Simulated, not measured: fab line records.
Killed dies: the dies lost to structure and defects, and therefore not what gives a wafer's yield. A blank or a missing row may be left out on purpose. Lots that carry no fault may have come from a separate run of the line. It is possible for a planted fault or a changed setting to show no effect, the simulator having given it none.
Which tool is to blame?	flow nand-harc	12 lots, 34 wafers sampled, at 1 step of a route of 1159

## WHAT THE GAUGES SHOWED, per wafer
NHARC_P_BONDPAD_OVL_MEAS_38.
lot	measured	on	overlay-x-nm (nm)	overlay-y-nm (nm)
L400	day 6 03:41	overlay-02	2 3 3	-3 -3 -4
L402	day 7 01:32	overlay-02	2 1 2	-13 -13 -13
L401	day 7 02:36	overlay-02	6 6 5	-5 -6 -5
L404	day 7 04:19	overlay-02	1 1 1	-2 -1 -2
L403	day 7 07:55	overlay-02	2 2 2	6 6 7
L407	day 8 05:18	overlay-02	-6 -6	0 0
L408	day 8 08:14	overlay-02	-11 -11	-2 -3
L414	day 9 14:38	overlay-02	3 3 3	6 6 6
L421	day 11 12:05	overlay-02	7 6 6	8 8 9
L420	day 11 13:14	overlay-01	0 0 0	1 1 1
L422	day 12 06:11	overlay-02	3 3 3	-2 -2 -2
L423	day 12 06:47	overlay-01	4 5 4	1 1 0

## WHICH TOOL RAN EACH LOT (tool, then ch and the chambers of the sampled wafers, then the start)
There is no process step in the record ahead of these readings.

## AS READ BY THE TOOLS THEMSELVES (means over the sampled wafers that have a number; for cases with no such wafer, the mark the record gives instead)
The record holds no such reading with a usual standard deviation.

## THE ANSWER, worked out from the rows above alone
Rule: usual is defined by the lots themselves. Put in order of their means at a reading, lots are off if they are a third of the lots or fewer, leave a main group of 4 or more, and stand apart from it by a gap of 3 or more times the standard deviation of the main group's means; of several such gaps the widest counts. Not used: any main group whose means are identical at the precision the tables above print for the reading. Also off: a lot with no number at a reading for which 4 or more lots have one. All remaining lots with rows at the step are treated as sound. After the gauges, taken in route order, come the tools' own readings; for these a lot's mean is taken, as printed above. The first step at which some lot is off is used, and at that step the reading that is off furthest; a lot without a number counts as furthest.
Off: L407, L408, at NHARC_P_BONDPAD_OVL_MEAS_38 (overlay-x-nm). For the main group the mean is 3 nm and the standard deviation 1.9.
A tool fits if, at a process step before that reading, it ran every lot that is off, and no sound lot after the first of them. Those tools and the gauges at NHARC_P_BONDPAD_OVL_MEAS_38 are tried in the same way. No candidate that was tried fits.

## WHAT THE SIMULATOR HAD INSERTED
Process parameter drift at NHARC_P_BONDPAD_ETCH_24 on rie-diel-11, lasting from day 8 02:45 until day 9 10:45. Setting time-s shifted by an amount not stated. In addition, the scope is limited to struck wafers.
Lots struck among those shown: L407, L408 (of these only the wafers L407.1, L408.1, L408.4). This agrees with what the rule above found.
